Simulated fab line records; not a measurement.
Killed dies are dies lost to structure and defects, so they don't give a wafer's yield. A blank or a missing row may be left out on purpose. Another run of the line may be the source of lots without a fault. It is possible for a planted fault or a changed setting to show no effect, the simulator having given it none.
Which tool did it? / flow n5 finfet / 11 lots, 33 wafers sampled, at 1 step of a route of 1938

## WHAT EACH GAUGE READ, for each wafer
N5_BEOL_M12_INSPECT_12: inspects for defects (macro).
lot=L965; measured=day 11 06:43; on=defect inspect-02; raw defect count=1 3 1
lot=L966; measured=day 11 09:14; on=defect inspect-01; raw defect count=5 4 1
lot=L968; measured=day 11 14:47; on=defect inspect-02; raw defect count=1 4 1
lot=L967; measured=day 11 15:06; on=defect inspect-02; raw defect count=5 1 2
lot=L975; measured=day 13 18:32; on=defect inspect-01; raw defect count=3 3 3
lot=L979; measured=day 14 10:45; on=defect inspect-02; raw defect count=3 1 8
lot=L976; measured=day 14 11:06; on=defect inspect-02; raw defect count=1 3 2
lot=L981; measured=day 15 07:05; on=defect inspect-02; raw defect count=4 1 2
lot=L985; measured=day 15 16:55; on=defect inspect-01; raw defect count=5 4 3
lot=L983; measured=day 15 17:36; on=defect inspect-02; raw defect count=2 2 1
lot=L987; measured=day 16 09:43; on=defect inspect-02; raw defect count=3 3 3

## TOOL THAT RAN EACH LOT (tool first, then ch and the chambers of the sampled wafers, then the start)
No process step before these readings appears in the record.

## AS READ BY THE TOOLS THEMSELVES (means over the sampled wafers that have a number; for cases with no such wafer, the mark the record gives instead)
The record holds no such reading with a usual standard deviation.

## THE ANSWER, worked out from the rows above alone
Rule: usual is defined by the lots themselves. Put in order of their means at a reading, lots are off if they are a third of the lots or fewer, leave a main group of 4 or more, and stand apart from it by a gap of 3 or more times the standard deviation of the main group's means; of several such gaps the widest counts. If all means in a main group match to the digits the tables above print for the reading, that group is not used. A lot without any number at a reading at which 4 lots or more have one is off too. All remaining lots with rows at the step are treated as sound. The gauges are gone through in route order, then the tools' own readings, and for those a lot's mean is taken as printed above. The first step at which some lot is off is used, and at that step the reading that is off furthest; a lot without a number counts as furthest.
Nothing can be told from this: no lot is off at any reading shown.

## WHAT HAD BEEN PUT IN BY THE SIMULATOR
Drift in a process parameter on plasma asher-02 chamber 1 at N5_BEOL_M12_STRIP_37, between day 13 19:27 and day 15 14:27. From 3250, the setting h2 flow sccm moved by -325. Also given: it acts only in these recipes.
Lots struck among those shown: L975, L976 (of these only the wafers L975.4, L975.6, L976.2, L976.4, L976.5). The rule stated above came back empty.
